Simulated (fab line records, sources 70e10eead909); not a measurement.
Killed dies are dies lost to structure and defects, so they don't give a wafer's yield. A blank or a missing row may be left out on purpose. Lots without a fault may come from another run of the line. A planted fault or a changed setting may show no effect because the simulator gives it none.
fab line records | flow nand_harc
record lots=6 wafers=18 last_day=33
route steps=1302 shown P_M0@278 P_M1@285 END@1302
lots that met no fault: from a run of the same line without faults
start_h: hours from the record's first day to the start of the lot's first wafer shown | wait_h: hours since the lot's step before | " the same as in the row above | L1.1+2: a row that stands for several wafers | - no value, or no start given | * or withheld: withheld | < > ~ a bound
route shown NAME@n: a module of which the file shows steps, and the number in the route of the first | usual: mean/standard deviation of fault-free wafers | same: alike in all rows | chamber/n: place in a boat | sites: the reading at each site | _std_site: their standard deviation | _edge_site: outer sites' mean less inner sites' | radius_mm: how far each site lies from the wafer's centre | mask NAME#n: copy n | behind: the tool/chamber that last shaped the wafer | hold: why the lot was held/for how many hours/how that ended | device: the transistor (n, p or np) that didn't switch | end of line: the same wafers' tests at the end of the route | a step without rows: its recipe alone | killed: dies lost to structure and defects at the first sort, not the wafer's yield | map: a wafer's dies, x killed, . not, _ none there
set.NAME: the setting as run; set.NAME@STEP: as run at that earlier step | model.NAME: the simulator's own value behind a step, which no gauge read
lots at some steps of the route; a table a step, a row a wafer
services: from which hour (start_h, from the record's first day; less than 0 if before it) a tool's chamber was out of use, for how many hours, and why
## steps
# step NHARC_P_M0_CMP_23
# recipe t_overpolish_s=20 target_thk_nm=117.54
# usual motor_current_A=12.6/1.4 time_to_endpoint_s=28.0/2.4
# same t_overpolish_s=20
# columns lot.wafer tool chamber start_h wait_h motor_current_A time_to_endpoint_s
L170.1 cmp-01 3 135.30 - 11.2 28.1
L170.2 " 0 " " 11.3 30.5
L170.5 " 2 " " 12.1 31.0
L176.2 cmp-01 3 192.62 - 11.4 27.2
L176.4 " 2 " " 11.7 28.5
L176.6 " 0 " " 11.0 29.7
L180.1 cmp-04 2 236.15 - 12.5 26.9
L180.6 " 0 " " 14.0 28.1
L180.5 " 1 " " 12.3 31.8
L186.1 cmp-04 1 296.22 - 12.5 26.6
L186.4 " 3 " " 13.4 26.8
L186.3 " 0 " " 15.1 27.8
L188.4 cmp-04 0 321.38 - 15.1 29.1
L188.6 " 0 " " 14.7 26.0
L188.5 " 1 " " 12.2 28.3
L190.1 cmp-04 1 340.47 - 12.9 29.1
L190.3 " 0 " " 15.0 30.9
L190.6 " 1 " " 12.7 28.6
# step NHARC_P_M0_THK_MEAS_24
# recipe thk_meas_gauge=xrf
# usual thk_nm=117.3/1.4
# columns lot.wafer tool chamber start_h wait_h thk_nm
L170.1 film_metro-02 - 135.59 - 116.6
L170.2 " - " " 118.2
L170.5 " - " " 116.9
L176.2 film_metro-01 - 192.94 - 115.7
L176.4 " - " " 116.2
L176.6 " - " " 116.6
L180.1 film_metro-01 - 236.40 - 114.1
L180.5 " - " " 116.3
L180.6 " - " " 119.3
L186.1 film_metro-01 - 296.54 - 117.9
L186.3 " - " " 118.8
L186.4 " - " " 118.5
L188.4 film_metro-01 - 321.70 - 118.2
L188.5 " - " " 119.3
L188.6 " - " " 119.0
L190.1 film_metro-01 - 340.78 - 116.7
L190.3 " - " " 116.8
L190.6 " - " " 116.4
# step NHARC_P_M0_SRD_25
# step NHARC_P_M0_INSPECT_27
# usual raw_defect_count=314/130
# columns lot.wafer tool chamber start_h wait_h raw_defect_count
L170.1 defect_inspect-02 - 135.74 0.0 325
L170.2 " - " " 191
L170.5 " - " " 214
L176.2 defect_inspect-02 - 193.10 0.0 483
L176.4 " - " " 231
L176.6 " - " " 182
L180.1 defect_inspect-02 - 236.56 0.0 387
L180.5 " - " " 231
L180.6 " - " " 427
L186.1 defect_inspect-02 - 296.72 0.0 727
L186.3 " - " " 408
L186.4 " - " " 339
L188.4 defect_inspect-02 - 321.86 0.0 277
L188.5 " - " " 249
L188.6 " - " " 202
L190.1 defect_inspect-01 - 340.94 0.0 306
L190.3 " - " " 270
L190.6 " - " " 275
# step NHARC_P_M0_PRE_CLEAN_31
# recipe time_s=12 temp_c=370 rf_power_w=300 gas=NH3
# usual heater_power_w=607/66
# columns lot.wafer tool chamber start_h wait_h heater_power_w
L170.2 pecvd-04 2 135.81 0.1 566
L170.1 " 0 " " 634
L170.5 " 2 " " 584
L176.2 pecvd-02 0 193.19 0.1 554
L176.4 " 1 " " 504
L176.6 " 2 " " 625
L180.1 pecvd-03 1 236.65 0.1 650
L180.6 " 2 " " 617
L180.5 " 1 " " 656
L186.3 pecvd-02 1 296.78 0.1 503
L186.1 " 0 " " 600
L186.4 " 2 " " 716
L188.6 pecvd-02 0 321.96 0.1 494
L188.4 " 1 " " 540
L188.5 " 2 " " 748
L190.1 pecvd-02 2 341.01 0.1 695
L190.3 " 1 " " 525
L190.6 " 2 " " 719
# step NHARC_P_M0_DEP_32
# recipe target_thk_a=300 temp_c=370 target_thk_nm=30 pressure_torr=3 flow_sccm=200 rf_w=450 material=SiCN
# usual heater_power_w=549/67
# columns lot.wafer tool chamber start_h wait_h heater_power_w
L170.2 pecvd-04 2 135.89 0.1 491
L170.1 " 0 " " 493
L170.5 " 2 " " 500
L176.2 pecvd-02 0 193.33 0.1 523
L176.4 " 1 " " 505
L176.6 " 2 " " 542
L180.1 pecvd-03 1 236.79 0.1 518
L180.6 " 2 " " 583
L180.5 " 1 " " 519
L186.3 pecvd-02 1 296.86 0.1 448
L186.1 " 0 " " 452
L186.4 " 2 " " 649
L188.6 pecvd-02 0 322.13 0.2 496
L188.4 " 1 " " 441
L188.5 " 2 " " 679
L190.1 pecvd-02 2 341.09 0.1 566
L190.3 " 1 " " 419
L190.6 " 2 " " 570
# step NHARC_P_M1_DEP_00
# recipe target_thk_a=1825 target_thk_nm=182.5 temp_c=withheld pressure_torr=5 flow_sccm=200 rf_w=600 material=SiOC
# step NHARC_P_M1_DEHYDRATE_01
# recipe temp_c=150 time_s=120
# step NHARC_P_M1_HMDS_02
# recipe time_s=30
# step NHARC_P_M1_COAT_34
# recipe temp_c=200 time_s=65
# step NHARC_P_M1_COAT_03
# recipe spin_rpm=1500 resist_thk_nm=90
# step NHARC_P_M1_SOFTBAKE_04
# recipe temp_c=105 time_s=55
# usual chill_plate_temp_C=22.99/0.084 heater_power_total_W=188.46/0.14
# columns lot.wafer tool chamber start_h wait_h chill_plate_temp_C heater_power_total_W
L170.1 litho_track-01 0 136 - 22.94 188.69
L170.2 " 0 " " 22.86 188.39
L170.5 " 0 " " 22.92 188.50
L176.2 litho_track-04 0 194 - 23.13 195.17
L176.4 " 0 " " 23.13 195.47
L176.6 " 0 " " 23.08 195.45
L180.1 litho_track-04 0 237 - 23.01 195.32
L180.5 " 0 " " 23.02 195.18
L180.6 " 0 " " 22.97 195.39
L186.1 litho_track-06 0 297 - 23.03 188.81
L186.3 " 0 " " 22.88 188.39
L186.4 " 0 " " 23.10 188.46
L188.4 litho_track-04 0 322 - 23.06 188.33
L188.5 " 0 " " 23.11 188.36
L188.6 " 0 " " 23.04 188.31
L190.1 litho_track-06 0 341 - 22.90 188.65
L190.3 " 0 " " 22.92 188.35
L190.6 " 0 " " 23.00 188.34
# step NHARC_P_M1_EBR_05
# step NHARC_END_SORT_01
# recipe temp_c=25
# usual defect_limited_yield=92.0/2.6 killed_at_array=50/17 killed_at_other=0.7/1 killed_at_periphery=3.4/2.4 killed_dies=54/17 killed_open=3.3/1.7 killed_short=2.5/1.6 sort_bin_2_pct=2.8/1.1 sort_bin_3_pct=0.5/0.33 sort_bin_4_pct=4.6/1.5 sort_n_pass=623/17 sort_rim_yield_pct=92/3.8 sort_yield_pct=92.0/2.6
# same gross_dies=677 sort_bin_5_pct[%]=0 sort_bin_6_pct[%]=0 sort_bin_7_pct[%]=0 sort_bin_8_pct[%]=0 sort_rim_n_gross=106.00
# columns lot.wafer tool chamber start_h wait_h defect_limited_yield[%] killed_at_array killed_at_other killed_at_periphery killed_dies killed_open killed_short sort_bin_2_pct[%] sort_bin_3_pct[%] sort_bin_4_pct[%] sort_n_pass sort_rim_yield_pct[%] sort_yield_pct[%]
L170.1 prober-02 0 575.47 2.5 89.7 66 0 4 70 5 3 4.7 0.7 4.9 607 88 89.7
L170.2 prober-02 0 576.27 2.8 89.8 63 0 6 69 5 2 3.8 0.7 5.6 608 92 89.8
L170.5 prober-02 0 578.68 3.7 94.1 38 0 2 40 7 3 2.4 0.9 2.7 637 90 94.1
L176.2 prober-01 0 620.81 2.8 95.0 30 0 4 34 0 3 1.5 0.3 3.2 643 95 95.0
L176.4 prober-01 0 622.38 3.4 93.4 40 0 5 45 4 5 2.8 0.3 3.5 632 92 93.4
L176.6 prober-01 0 623.95 3.9 95.9 21 0 7 28 2 5 1.2 0.3 2.7 649 98 95.9
L180.1 prober-02 0 673.36 2.5 90.3 61 0 5 66 1 5 3.2 0.7 5.8 611 86 90.3
L180.5 prober-02 0 676.50 3.6 87.0 83 1 4 88 3 2 5.0 0.9 7.1 589 89 87.0
L180.6 prober-02 0 677.29 3.9 88.5 70 2 6 78 2 5 4.6 1.0 5.9 599 89 88.5
L186.1 prober-01 0 739.77 2.5 92.6 47 1 2 50 3 4 2.5 0.3 4.6 627 89 92.6
L186.3 prober-01 0 741.38 3.1 93.6 41 1 1 43 5 4 2.1 0.4 3.8 634 87 93.6
L186.4 prober-01 0 742.19 3.4 93.8 39 1 2 42 2 1 2.8 0.4 3.0 635 98 93.8
L190.1 prober-01 0 778.80 2.5 91.1 58 0 2 60 4 1 1.2 0.7 6.9 617 94 91.1
L190.3 prober-01 0 780.40 3.1 91.4 55 0 3 58 4 1 3.5 0.7 4.3 619 92 91.4
L190.6 prober-01 0 782.81 4.0 91.7 52 0 4 56 4 1 3.4 0.9 4.0 621 95 91.7
L188.4 prober-02 0 793.55 3.4 92.6 45 3 2 50 2 3 2.1 1.2 4.1 627 94 92.6
L188.5 prober-02 0 794.36 3.7 92.8 43 1 5 49 3 5 1.9 0.7 4.6 628 92 92.8
L188.6 prober-02 0 795.17 4.0 92.6 44 4 2 50 4 1 2.7 0.6 4.1 627 93 92.6
# killed by level:class
L170.1 A_CHANNEL_HOLE_D1:chamber_film_flake=36 A_CHANNEL_HOLE_D2:chamber_film_flake=15 A_STAIRCASE:chamber_film_flake=6 A_CONTACT:chamber_film_flake=3 A_CHANNEL_FILL_D1:geometric_particle:open=2 A_WL_FILL:geometric_particle:short=2 P_M0:geometric_particle:short=1 P_M0:geometric_particle:open=1
L170.2 A_CHANNEL_HOLE_D2:chamber_film_flake=40 A_CHANNEL_HOLE_D1:chamber_film_flake=15 P_GATE:chamber_film_flake=5 A_WL_FILL:geometric_particle:open=2 A_CONTACT:chamber_film_flake=2 P_GATE:geometric_particle:open=1 A_SOURCE_PLATE:geometric_particle:short=1 A_ONON_D1:geometric_particle:short=1
L170.5 A_CHANNEL_HOLE_D2:chamber_film_flake=10 A_CHANNEL_HOLE_D1:chamber_film_flake=9 A_STAIRCASE:chamber_film_flake=6 A_CHANNEL_FILL_D1:geometric_particle:open=2 P_GATE:chamber_film_flake=2 A_ZERO_WELL:chamber_film_flake=2 A_SOURCE_PLATE:geometric_particle:short=1 A_ONON_D1:geometric_particle:open=1
L176.2 A_CHANNEL_HOLE_D2:chamber_film_flake=7 A_ZERO_WELL:chamber_film_flake=5 A_CONTACT:chamber_film_flake=5 A_STAIRCASE:chamber_film_flake=4 P_GATE:chamber_film_flake=3 A_CHANNEL_HOLE_D1:chamber_film_flake=3 A_ONON_D2:geometric_particle:short=2 A_CHANNEL_FILL_D2:geometric_particle:short=1
L176.4 A_CHANNEL_HOLE_D2:chamber_film_flake=13 A_CONTACT:chamber_film_flake=6 A_SLIT:chamber_film_flake=4 A_CHANNEL_HOLE_D1:chamber_film_flake=3 A_STAIRCASE:chamber_film_flake=3 A_DECK1_JOINT:geometric_particle:short=2 A_WL_FILL:geometric_particle:short=2 P_M0:chamber_film_flake=2
L176.6 A_CHANNEL_HOLE_D2:chamber_film_flake=8 A_SLIT:chamber_film_flake=5 A_WL_FILL:geometric_particle:short=3 P_GATE:chamber_film_flake=2 P_GATE:geometric_particle:open=1 P_CONTACT:geometric_particle:short=1 A_SOURCE_PLATE:geometric_particle:short=1 A_ONON_D2:geometric_particle:open=1
L180.1 A_SLIT:chamber_film_flake=35 A_CHANNEL_HOLE_D1:chamber_film_flake=19 P_M1:chamber_film_flake=4 A_CHANNEL_FILL_D1:geometric_particle:short=2 P_BONDPAD:geometric_particle:open=1 A_ONON_D1:geometric_particle:short=1 A_SLIT:geometric_particle:short=1 A_CONTACT:geometric_particle:short=1
L180.5 A_CHANNEL_HOLE_D1:chamber_film_flake=40 A_SLIT:chamber_film_flake=32 A_STAIRCASE:chamber_film_flake=4 A_DECK1_JOINT:chamber_film_flake=2 P_M1:chamber_film_flake=2 P_GATE:geometric_particle:open=1 P_M0:geometric_particle:open=1 A_ONON_D2:geometric_particle:short=1
L180.6 A_SLIT:chamber_film_flake=35 A_CHANNEL_HOLE_D1:chamber_film_flake=18 A_STAIRCASE:chamber_film_flake=6 P_M1:chamber_film_flake=4 A_CHANNEL_FILL_D1:geometric_particle:short=2 A_DECK1_JOINT:geometric_particle:short=2 A_ZERO_WELL:chamber_film_flake=2 A_WL_FILL:chamber_film_flake=2
L186.1 A_CHANNEL_HOLE_D1:chamber_film_flake=21 A_CONTACT:chamber_film_flake=6 A_SLIT:chamber_film_flake=5 A_CHANNEL_FILL_D1:chamber_film_flake=3 A_WL_FILL:chamber_film_flake=2 A_M0:chamber_film_flake=2 P_CONTACT:geometric_particle:open=1 P_M0:geometric_particle:short=1
L186.3 A_CHANNEL_HOLE_D1:chamber_film_flake=18 A_CONTACT:chamber_film_flake=5 A_STAIRCASE:chamber_film_flake=3 A_SLIT:chamber_film_flake=2 A_SOURCE_PLATE:geometric_particle:open=1 A_ONON_D1:geometric_particle:short=1 A_CHANNEL_FILL_D1:geometric_particle:open=1 A_CHANNEL_FILL_D1:geometric_particle:short=1
L186.4 A_CHANNEL_HOLE_D1:chamber_film_flake=28 A_CONTACT:chamber_film_flake=3 A_SLIT:chamber_film_flake=2 A_CHANNEL_FILL_D1:chamber_film_flake=2 P_CONTACT:geometric_particle:short=1 P_M0:geometric_particle:open=1 A_ONON_D2:geometric_particle:open=1 A_CHANNEL_FILL_D2:chamber_film_flake=1
L190.1 A_CHANNEL_HOLE_D2:chamber_film_flake=27 A_CHANNEL_HOLE_D1:chamber_film_flake=12 A_SLIT:chamber_film_flake=6 A_CONTACT:chamber_film_flake=4 A_M0:chamber_film_flake=3 A_SOURCE_PLATE:geometric_particle:open=1 A_DECK1_JOINT:geometric_particle:short=1 A_CONTACT:geometric_particle:open=1
L190.3 A_CHANNEL_HOLE_D2:chamber_film_flake=26 A_CHANNEL_HOLE_D1:chamber_film_flake=8 A_CONTACT:chamber_film_flake=8 A_SLIT:chamber_film_flake=4 P_ZERO_WELL:chamber_film_flake=3 A_DECK1_JOINT:chamber_film_flake=2 A_STAIRCASE:chamber_film_flake=2 A_ONON_D2:geometric_particle:short=1
L190.6 A_CHANNEL_HOLE_D2:chamber_film_flake=20 A_SLIT:chamber_film_flake=9 A_CONTACT:chamber_film_flake=9 A_CHANNEL_HOLE_D1:chamber_film_flake=8 A_M0:chamber_film_flake=2 P_ZERO_WELL:chamber_film_flake=2 P_GATE:geometric_particle:open=1 A_WL_FILL:geometric_particle:open=1
L188.4 A_SLIT:chamber_film_flake=31 A_CHANNEL_HOLE_D1:unspecified=3 A_CONTACT:chamber_film_flake=3 THIN_TSV:chamber_film_flake=3 A_DECK1_JOINT:geometric_particle:short=1 A_CHANNEL_HOLE_D2:geometric_particle:open=1 A_CHANNEL_HOLE_D2:geometric_particle:short=1 A_CHANNEL_FILL_D2:geometric_particle:short=1
L188.5 A_SLIT:chamber_film_flake=26 A_CONTACT:chamber_film_flake=6 P_ZERO_WELL:chamber_film_flake=3 A_CHANNEL_HOLE_D1:unspecified=3 A_ONON_D2:geometric_particle:short=2 P_STI:chamber_film_flake=2 A_SOURCE_PLATE:geometric_particle:open=1 A_SOURCE_PLATE:geometric_particle:short=1
L188.6 A_SLIT:chamber_film_flake=29 A_CONTACT:chamber_film_flake=7 THIN_TSV:chamber_film_flake=3 A_ONON_D1:geometric_particle:open=2 A_STAIRCASE:chamber_film_flake=2 A_DECK1_JOINT:geometric_particle:open=1 A_DECK1_JOINT:geometric_particle:short=1 THIN_TSV:geometric_particle:open=1
## services
# columns tool chamber start_h hours kind
pecvd-03 - 149.62 1.1 repair
litho_track-01 - 155.00 7.0 pm
cmp-01 - 160.20 2.5 repair
pecvd-02 - 161.61 1.2 repair
pecvd-02 - 175.42 1.7 repair
litho_track-06 - 179.00 7.0 pm
cmp-01 - 185.50 4.0 pm
pecvd-03 - 185.54 13.0 pm
litho_track-04 - 203.00 7.0 pm
cmp-04 - 209.00 4.0 pm
pecvd-04 - 224.24 1.5 repair
pecvd-02 - 227.00 13.0 pm
pecvd-02 0 227.00 13.0 vent_cycle
pecvd-02 1 227.00 13.0 vent_cycle
pecvd-02 2 227.00 13.0 vent_cycle
pecvd-04 0 235.60 22.7 repair
pecvd-02 0 240.00 - clean
pecvd-04 1 243.08 8.4 repair
pecvd-04 - 269.02 13.0 pm
cmp-01 - 283.50 4.0 pm
cmp-04 - 307.00 4.0 pm
cmp-01 - 312.61 1.6 repair
cmp-04 - 313.30 3.8 repair
litho_track-01 - 330.00 7.0 pm
## key
first_sign step=NHARC_P_M1_SOFTBAKE_04 reading=heater_power_total_W direction=up sigmas=49 usual=* struck=*
effect none on later readings
met_at NHARC_P_M1_SOFTBAKE_04
struck_wafers L176.2,L176.4,L176.6,L180.1,L180.5,L180.6
fault kind=process_parameter_drift tool=litho_track-04 chamber=- onset_h=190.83 steps=NHARC_P_M1_SOFTBAKE_04 channel=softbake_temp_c offset=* shape=step end_h=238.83 acts_in=* stated=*
